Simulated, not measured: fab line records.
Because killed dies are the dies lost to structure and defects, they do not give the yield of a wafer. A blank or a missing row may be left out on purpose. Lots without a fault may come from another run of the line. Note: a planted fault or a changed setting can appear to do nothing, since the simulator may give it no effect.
Which of the tools did it? / flow n5Finfet / Sampling: 24 lots, 72 wafers, 4 of 1938 route steps

## WHAT THE GAUGES READ, wafer by wafer
N5_DUMMY_GATE_OVL_MEAS_16. Usual: GATE_OVL typically reads 0.0 nm, with standard deviation 0.61.
lot=L074; measured=day 2 23:41; on=overlay-01; GATE_OVL (nm)=0.4 0.0 -0.5; flag=
lot=L075; measured=day 3 07:40; on=overlay-02; GATE_OVL (nm)=-0.4 0.5 0.0; flag=
lot=L076; measured=day 3 13:44; on=overlay-01; GATE_OVL (nm)=-0.5 0.8 0.0; flag=
lot=L077; measured=day 3 18:16; on=overlay-02; GATE_OVL (nm)=-0.3 0.5 0.2; flag=
lot=L078; measured=day 3 22:23; on=overlay-01; GATE_OVL (nm)=-0.3 -0.5 0.5; flag=
lot=L079; measured=day 4 04:05; on=overlay-02; GATE_OVL (nm)=0.2 0.4 0.6; flag=
lot=L080; measured=day 4 11:11; on=overlay-01; GATE_OVL (nm)=0.7 0.6 1.4; flag=
lot=L081; measured=day 4 16:54; on=overlay-02; GATE_OVL (nm)=-0.3 -0.2 0.0; flag=
lot=L082; measured=day 4 21:16; on=overlay-02; GATE_OVL (nm)=0.3 -0.8 -0.6; flag=
lot=L083; measured=day 5 05:19; on=overlay-01; GATE_OVL (nm)=-0.3 -0.2 0.3; flag=
lot=L084; measured=day 5 13:05; on=overlay-01; GATE_OVL (nm)=-0.7 0.3 -0.6; flag=
lot=L085; measured=day 5 18:04; on=overlay-01; GATE_OVL (nm)=0.1 0.1 -0.5; flag=
lot=L086; measured=day 6 04:35; on=overlay-01; GATE_OVL (nm)=-0.4 -0.4 -0.5; flag=
lot=L087; measured=day 6 05:48; on=overlay-02; GATE_OVL (nm)=0.8 -0.1 0.3; flag=
lot=L088; measured=day 6 12:32; on=overlay-02; GATE_OVL (nm)=0.5 0.5 0.9; flag=
lot=L089; measured=day 6 15:53; on=overlay-01; GATE_OVL (nm)=-0.7 -0.5 -1.1; flag=
lot=L090; measured=day 6 23:11; on=overlay-01; GATE_OVL (nm)=-0.5 0.3 -1.1; flag=
lot=L091; measured=day 7 02:59; on=overlay-01; GATE_OVL (nm)=0.7 0.4 0.7; flag=
lot=L092; measured=day 7 10:49; on=overlay-02; GATE_OVL (nm)=0.0 0.3 0.0; flag=
lot=L093; measured=day 7 16:46; on=overlay-02; GATE_OVL (nm)=0.0 -1.4 -0.1; flag=
lot=L094; measured=day 7 22:37; on=overlay-02; GATE_OVL (nm)=-0.4 0.3 0.3; flag=
lot=L095; measured=day 8 04:02; on=overlay-01; GATE_OVL (nm)=-0.8 -1.0 0.2; flag=
lot=L096; measured=day 8 11:43; on=overlay-01; GATE_OVL (nm)=0.2 1.1 0.4; flag=
lot=L097; measured=day 8 16:48; on=overlay-01; GATE_OVL (nm)=0.3 1.2 0.6; flag=

N5_SD_EPI_N_CD_MEAS_09: the cd target is 120 nm. Usual: cdNm at 120.0 nm, with a standard deviation of 0.95.
lot=L074; measured=day 3 03:07; on=cdSem-02; cdNm (nm)=119.2 120.3 120.6; flag=
lot=L075; measured=day 3 10:37; on=cdSem-01; cdNm (nm)=121.5 121.9 121.4; flag=
lot=L076; measured=day 3 16:02; on=cdSem-02; cdNm (nm)=121.7 121.8 121.6; flag=
lot=L077; measured=day 3 21:04; on=cdSem-03; cdNm (nm)=120.4 119.8 119.6; flag=
lot=L078; measured=day 4 00:53; on=cdSem-01; cdNm (nm)=118.3 119.7 119.7; flag=
lot=L079; measured=day 4 06:20; on=cdSem-01; cdNm (nm)=120.0 119.7 119.2; flag=
lot=L080; measured=day 4 13:41; on=cdSem-02; cdNm (nm)=121.2 120.1 120.5; flag=
lot=L081; measured=day 4 19:32; on=cdSem-01; cdNm (nm)=120.2 120.0 119.9; flag=
lot=L082; measured=day 5 00:37; on=cdSem-01; cdNm (nm)=119.7 118.4 119.0; flag=
lot=L083; measured=day 5 07:49; on=cdSem-03; cdNm (nm)=118.6 119.2 118.9; flag=
lot=L084; measured=day 5 15:52; on=cdSem-01; cdNm (nm)=119.2 120.5 119.6; flag=
lot=L085; measured=day 5 20:19; on=cdSem-01; cdNm (nm)=119.3 119.4 118.9; flag=
lot=L086; measured=day 6 06:57; on=cdSem-02; cdNm (nm)=120.0 118.6 119.5; flag=
lot=L087; measured=day 6 08:18; on=cdSem-01; cdNm (nm)=120.3 119.3 120.0; flag=
lot=L088; measured=day 6 15:17; on=cdSem-03; cdNm (nm)=119.1 120.3 119.3; flag=
lot=L089; measured=day 6 18:42; on=cdSem-01; cdNm (nm)=119.7 119.3 119.6; flag=
lot=L090; measured=day 7 01:57; on=cdSem-01; cdNm (nm)=118.5 119.0 119.2; flag=
lot=L091; measured=day 7 05:39; on=cdSem-01; cdNm (nm)=120.8 122.2 121.5; flag=
lot=L092; measured=day 7 13:13; on=cdSem-03; cdNm (nm)=118.1 119.4 120.2; flag=
lot=L093; measured=day 7 19:28; on=cdSem-01; cdNm (nm)=120.2 120.5 120.1; flag=
lot=L094; measured=day 8 00:52; on=cdSem-03; cdNm (nm)=120.7 120.8 121.4; flag=
lot=L095; measured=day 8 06:10; on=cdSem-02; cdNm (nm)=121.1 120.1 120.7; flag=
lot=L096; measured=day 8 16:21; on=cdSem-02; cdNm (nm)=120.5 120.4 121.8; flag=
lot=L097; measured=day 8 18:55; on=cdSem-02; cdNm (nm)=120.6 120.0 120.3; flag=

## TOOL THAT RAN EACH LOT (tool first, then ch and the chambers of the sampled wafers, then the start)
lot=L074; N5_FIN_CUT_STRIP_24=rieDiel-01 ch 0,2,3, day 2 05:56; N5_DUMMY_GATE_CMP_04=cmp-04 ch 0,1,3, day 2 19:07
lot=L075; N5_FIN_CUT_STRIP_24=rieDiel-01 ch 0,1,3, day 2 11:22; N5_DUMMY_GATE_CMP_04=cmp-01 ch 0,2,3, day 3 02:59
lot=L076; N5_FIN_CUT_STRIP_24=rieDiel-02 ch 1,2, day 2 15:16; N5_DUMMY_GATE_CMP_04=cmp-01 ch 0,1,2, day 3 04:34
lot=L077; N5_FIN_CUT_STRIP_24=rieDiel-03 ch 2,3, day 2 22:10; N5_DUMMY_GATE_CMP_04=cmp-02 ch 1,2, day 3 13:33
lot=L078; N5_FIN_CUT_STRIP_24=rieDiel-03 ch 0,1,3, day 3 03:58; N5_DUMMY_GATE_CMP_04=cmp-02 ch 0,1,2, day 3 17:46
lot=L079; N5_FIN_CUT_STRIP_24=rieDiel-03 ch 0,2,3, day 3 10:17; N5_DUMMY_GATE_CMP_04=cmp-02 ch 0,2,3, day 3 23:31
lot=L080; N5_FIN_CUT_STRIP_24=rieDiel-03 ch 2,3, day 3 16:46; N5_DUMMY_GATE_CMP_04=cmp-04 ch 1,3, day 4 06:36
lot=L081; N5_FIN_CUT_STRIP_24=rieDiel-01 ch 0,1, day 3 22:41; N5_DUMMY_GATE_CMP_04=cmp-04 ch 0,1, day 4 12:22
lot=L082; N5_FIN_CUT_STRIP_24=rieDiel-01 ch 0,2, day 4 03:24; N5_DUMMY_GATE_CMP_04=cmp-04 ch 0,3, day 4 16:41
lot=L083; N5_FIN_CUT_STRIP_24=rieDiel-01 ch 0,2,3, day 4 10:28; N5_DUMMY_GATE_CMP_04=cmp-02 ch 1,2,3, day 5 00:38
lot=L084; N5_FIN_CUT_STRIP_24=rieDiel-02 ch 0,1,3, day 4 16:14; N5_DUMMY_GATE_CMP_04=cmp-04 ch 1,2,3, day 5 08:35
lot=L085; N5_FIN_CUT_STRIP_24=rieDiel-01 ch 0,1,2, day 4 22:25; N5_DUMMY_GATE_CMP_04=cmp-01 ch 0,2,3, day 5 13:22
lot=L086; N5_FIN_CUT_STRIP_24=rieDiel-01 ch 0,1, day 5 05:22; N5_DUMMY_GATE_CMP_04=cmp-01 ch 0,2,3, day 5 22:04
lot=L087; N5_FIN_CUT_STRIP_24=rieDiel-02 ch 0,1,3, day 5 11:14; N5_DUMMY_GATE_CMP_04=cmp-04 ch 0,2,3, day 6 01:17
lot=L088; N5_FIN_CUT_STRIP_24=rieDiel-02 ch 1,2, day 5 18:04; N5_DUMMY_GATE_CMP_04=cmp-04 ch 0,2,3, day 6 08:02
lot=L089; N5_FIN_CUT_STRIP_24=rieDiel-03 ch 0,1,2, day 5 21:40; N5_DUMMY_GATE_CMP_04=cmp-04 ch 1,2,3, day 6 11:18
lot=L090; N5_FIN_CUT_STRIP_24=rieDiel-02 ch 0,3, day 6 04:46; N5_DUMMY_GATE_CMP_04=cmp-01 ch 0,1,3, day 6 18:38
lot=L091; N5_FIN_CUT_STRIP_24=rieDiel-02 ch 0,2,3, day 6 09:14; N5_DUMMY_GATE_CMP_04=cmp-02 ch 1,2,3, day 6 22:24
lot=L092; N5_FIN_CUT_STRIP_24=rieDiel-02 ch 1,2, day 6 16:26; N5_DUMMY_GATE_CMP_04=cmp-02 ch 1,2, day 7 06:14
lot=L093; N5_FIN_CUT_STRIP_24=rieDiel-03 ch 0,2, day 6 22:23; N5_DUMMY_GATE_CMP_04=cmp-04 ch 0,1,2, day 7 12:05
lot=L094; N5_FIN_CUT_STRIP_24=rieDiel-01 ch 0,2, day 7 04:42; N5_DUMMY_GATE_CMP_04=cmp-01 ch 1,2,3, day 7 17:55
lot=L095; N5_FIN_CUT_STRIP_24=rieDiel-01 ch 0,1,3, day 7 09:54; N5_DUMMY_GATE_CMP_04=cmp-02 ch 0,1,2, day 7 23:22
lot=L096; N5_FIN_CUT_STRIP_24=rieDiel-02 ch 0,2, day 7 15:28; N5_DUMMY_GATE_CMP_04=cmp-02 ch 1,2,3, day 8 06:59
lot=L097; N5_FIN_CUT_STRIP_24=rieDiel-02 ch 0,3, day 7 21:56; N5_DUMMY_GATE_CMP_04=cmp-01 ch 0,1, day 8 12:13
- N5_FIN_CUT_STRIP_24: strips in CF4.
- N5_DUMMY_GATE_CMP_04: polishes a-Si.

## WHAT THE TOOLS THEMSELVES READ (means of the sampled wafers that have a number; where no wafer has one, the mark that the record gives instead)
N5_FIN_CUT_STRIP_24. Usual: drypumpMotorCurrentA 5.6 A, standard deviation 0.49; oesProductAu 0.78 a.u., standard deviation 0.067; rfVppV 271.5 V, standard deviation 1.8; showerheadPlenumPTorr 1.81 Torr, standard deviation 0.081; throttleValvePct 13.62 %, standard deviation 0.19.
lot=L074; tool=rieDiel-01; drypumpMotorCurrentA (A)=5.4; oesProductAu (a.u.)=0.74; rfVppV (V)=271.6; showerheadPlenumPTorr (Torr)=1.79; throttleValvePct (%)=13.72; flag=
lot=L075; tool=rieDiel-01; drypumpMotorCurrentA (A)=5.7; oesProductAu (a.u.)=0.82; rfVppV (V)=272.5; showerheadPlenumPTorr (Torr)=1.86; throttleValvePct (%)=13.64; flag=
lot=L076; tool=rieDiel-02; drypumpMotorCurrentA (A)=5.7; oesProductAu (a.u.)=0.79; rfVppV (V)=268.5; showerheadPlenumPTorr (Torr)=1.69; throttleValvePct (%)=13.58; flag=
lot=L077; tool=rieDiel-03; drypumpMotorCurrentA (A)=6.2; oesProductAu (a.u.)=0.79; rfVppV (V)=273.6; showerheadPlenumPTorr (Torr)=1.87; throttleValvePct (%)=13.42; flag=
lot=L078; tool=rieDiel-03; drypumpMotorCurrentA (A)=5.4; oesProductAu (a.u.)=0.78; rfVppV (V)=272.0; showerheadPlenumPTorr (Torr)=1.83; throttleValvePct (%)=13.68; flag=
lot=L079; tool=rieDiel-03; drypumpMotorCurrentA (A)=5.9; oesProductAu (a.u.)=0.78; rfVppV (V)=272.7; showerheadPlenumPTorr (Torr)=1.85; throttleValvePct (%)=13.60; flag=
lot=L080; tool=rieDiel-03; drypumpMotorCurrentA (A)=6.0; oesProductAu (a.u.)=0.79; rfVppV (V)=273.6; showerheadPlenumPTorr (Torr)=1.88; throttleValvePct (%)=13.48; flag=
lot=L081; tool=rieDiel-01; drypumpMotorCurrentA (A)=6.0; oesProductAu (a.u.)=0.80; rfVppV (V)=272.5; showerheadPlenumPTorr (Torr)=1.89; throttleValvePct (%)=13.68; flag=
lot=L082; tool=rieDiel-01; drypumpMotorCurrentA (A)=5.7; oesProductAu (a.u.)=0.72; rfVppV (V)=271.3; showerheadPlenumPTorr (Torr)=1.81; throttleValvePct (%)=13.77; flag=
lot=L083; tool=rieDiel-01; drypumpMotorCurrentA (A)=5.4; oesProductAu (a.u.)=0.73; rfVppV (V)=270.8; showerheadPlenumPTorr (Torr)=1.78; throttleValvePct (%)=13.76; flag=
lot=L084; tool=rieDiel-02; drypumpMotorCurrentA (A)=5.3; oesProductAu (a.u.)=0.79; rfVppV (V)=271.2; showerheadPlenumPTorr (Torr)=1.79; throttleValvePct (%)=13.44; flag=
lot=L085; tool=rieDiel-01; drypumpMotorCurrentA (A)=5.6; oesProductAu (a.u.)=0.77; rfVppV (V)=271.6; showerheadPlenumPTorr (Torr)=1.82; throttleValvePct (%)=13.74; flag=
lot=L086; tool=rieDiel-01; drypumpMotorCurrentA (A)=6.1; oesProductAu (a.u.)=0.79; rfVppV (V)=272.4; showerheadPlenumPTorr (Torr)=1.88; throttleValvePct (%)=13.69; flag=
lot=L087; tool=rieDiel-02; drypumpMotorCurrentA (A)=5.3; oesProductAu (a.u.)=0.79; rfVppV (V)=271.0; showerheadPlenumPTorr (Torr)=1.79; throttleValvePct (%)=13.45; flag=
lot=L088; tool=rieDiel-02; drypumpMotorCurrentA (A)=5.6; oesProductAu (a.u.)=0.76; rfVppV (V)=268.6; showerheadPlenumPTorr (Torr)=1.68; throttleValvePct (%)=13.63; flag=
lot=L089; tool=rieDiel-03; drypumpMotorCurrentA (A)=5.7; oesProductAu (a.u.)=0.75; rfVppV (V)=271.8; showerheadPlenumPTorr (Torr)=1.82; throttleValvePct (%)=13.70; flag=
lot=L090; tool=rieDiel-02; drypumpMotorCurrentA (A)=5.5; oesProductAu (a.u.)=0.83; rfVppV (V)=272.5; showerheadPlenumPTorr (Torr)=1.85; throttleValvePct (%)=13.50; flag=
lot=L091; tool=rieDiel-02; drypumpMotorCurrentA (A)=5.6; oesProductAu (a.u.)=0.80; rfVppV (V)=271.9; showerheadPlenumPTorr (Torr)=1.78; throttleValvePct (%)=13.63; flag=
lot=L092; tool=rieDiel-02; drypumpMotorCurrentA (A)=5.3; oesProductAu (a.u.)=0.74; rfVppV (V)=269.0; showerheadPlenumPTorr (Torr)=1.70; throttleValvePct (%)=13.48; flag=
lot=L093; tool=rieDiel-03; drypumpMotorCurrentA (A)=6.0; oesProductAu (a.u.)=0.75; rfVppV (V)=272.0; showerheadPlenumPTorr (Torr)=1.84; throttleValvePct (%)=13.61; flag=
lot=L094; tool=rieDiel-01; drypumpMotorCurrentA (A)=5.2; oesProductAu (a.u.)=0.87; rfVppV (V)=273.1; showerheadPlenumPTorr (Torr)=1.88; throttleValvePct (%)=13.46; flag=
lot=L095; tool=rieDiel-01; drypumpMotorCurrentA (A)=5.7; oesProductAu (a.u.)=0.77; rfVppV (V)=272.1; showerheadPlenumPTorr (Torr)=1.85; throttleValvePct (%)=13.72; flag=
lot=L096; tool=rieDiel-02; drypumpMotorCurrentA (A)=5.6; oesProductAu (a.u.)=0.75; rfVppV (V)=270.4; showerheadPlenumPTorr (Torr)=1.74; throttleValvePct (%)=13.76; flag=
lot=L097; tool=rieDiel-02; drypumpMotorCurrentA (A)=5.5; oesProductAu (a.u.)=0.82; rfVppV (V)=271.3; showerheadPlenumPTorr (Torr)=1.85; throttleValvePct (%)=13.52; flag=

N5_DUMMY_GATE_CMP_04. Usual: edgeZonePressureFrac 1.000, standard deviation 0.0051; motorCurrentA 10.3 A, standard deviation 0.69; timeToEndpointS 14.1 s, standard deviation 2.3.
lot=L074; tool=cmp-04; edgeZonePressureFrac=0.999; motorCurrentA (A)=9.8; timeToEndpointS (s)=14.2; flag=
lot=L075; tool=cmp-01; edgeZonePressureFrac=0.999; motorCurrentA (A)=10.3; timeToEndpointS (s)=14.4; flag=
lot=L076; tool=cmp-01; edgeZonePressureFrac=1.003; motorCurrentA (A)=10.4; timeToEndpointS (s)=15.4; flag=
lot=L077; tool=cmp-02; edgeZonePressureFrac=0.994; motorCurrentA (A)=10.3; timeToEndpointS (s)=17.4; flag=
lot=L078; tool=cmp-02; edgeZonePressureFrac=1.000; motorCurrentA (A)=10.5; timeToEndpointS (s)=15.5; flag=
lot=L079; tool=cmp-02; edgeZonePressureFrac=0.999; motorCurrentA (A)=10.7; timeToEndpointS (s)=14.7; flag=
lot=L080; tool=cmp-04; edgeZonePressureFrac=0.996; motorCurrentA (A)=10.1; timeToEndpointS (s)=13.0; flag=
lot=L081; tool=cmp-04; edgeZonePressureFrac=1.000; motorCurrentA (A)=10.4; timeToEndpointS (s)=14.5; flag=
lot=L082; tool=cmp-04; edgeZonePressureFrac=1.002; motorCurrentA (A)=9.4; timeToEndpointS (s)=15.0; flag=
lot=L083; tool=cmp-02; edgeZonePressureFrac=1.006; motorCurrentA (A)=10.6; timeToEndpointS (s)=9.5; flag=
lot=L084; tool=cmp-04; edgeZonePressureFrac=0.996; motorCurrentA (A)=10.8; timeToEndpointS (s)=15.0; flag=
lot=L085; tool=cmp-01; edgeZonePressureFrac=1.003; motorCurrentA (A)=9.9; timeToEndpointS (s)=15.3; flag=
lot=L086; tool=cmp-01; edgeZonePressureFrac=1.003; motorCurrentA (A)=9.9; timeToEndpointS (s)=16.9; flag=
lot=L087; tool=cmp-04; edgeZonePressureFrac=1.003; motorCurrentA (A)=9.9; timeToEndpointS (s)=12.9; flag=
lot=L088; tool=cmp-04; edgeZonePressureFrac=1.000; motorCurrentA (A)=9.9; timeToEndpointS (s)=12.4; flag=
lot=L089; tool=cmp-04; edgeZonePressureFrac=0.998; motorCurrentA (A)=10.3; timeToEndpointS (s)=13.7; flag=
lot=L090; tool=cmp-01; edgeZonePressureFrac=1.003; motorCurrentA (A)=9.6; timeToEndpointS (s)=14.7; flag=
lot=L091; tool=cmp-02; edgeZonePressureFrac=0.998; motorCurrentA (A)=10.2; timeToEndpointS (s)=12.1; flag=
lot=L092; tool=cmp-02; edgeZonePressureFrac=1.002; motorCurrentA (A)=10.7; timeToEndpointS (s)=14.3; flag=
lot=L093; tool=cmp-04; edgeZonePressureFrac=1.003; motorCurrentA (A)=10.4; timeToEndpointS (s)=13.3; flag=
lot=L094; tool=cmp-01; edgeZonePressureFrac=1.001; motorCurrentA (A)=10.3; timeToEndpointS (s)=13.7; flag=
lot=L095; tool=cmp-02; edgeZonePressureFrac=0.997; motorCurrentA (A)=10.2; timeToEndpointS (s)=13.5; flag=
lot=L096; tool=cmp-02; edgeZonePressureFrac=1.004; motorCurrentA (A)=9.9; timeToEndpointS (s)=12.9; flag=
lot=L097; tool=cmp-01; edgeZonePressureFrac=0.994; motorCurrentA (A)=9.7; timeToEndpointS (s)=13.1; flag=

## THE ANSWER, worked out from the rows above alone
Rule: lot off if the mean of its wafers having a number is beyond 3 standard deviations from the usual mean. Also off: a lot with no number at a reading for which 4 or more lots have one. The other lots that the step has rows for count as sound. The gauges are gone through in route order, then the tools' own readings, and for those a lot's mean is taken as printed above. At the first step where some lot is off, the reading lying furthest off is the one used; lots without a number count as furthest.
None of the lots is off at any reading shown; this tells nothing.

## WHAT THE SIMULATOR HAD INSERTED
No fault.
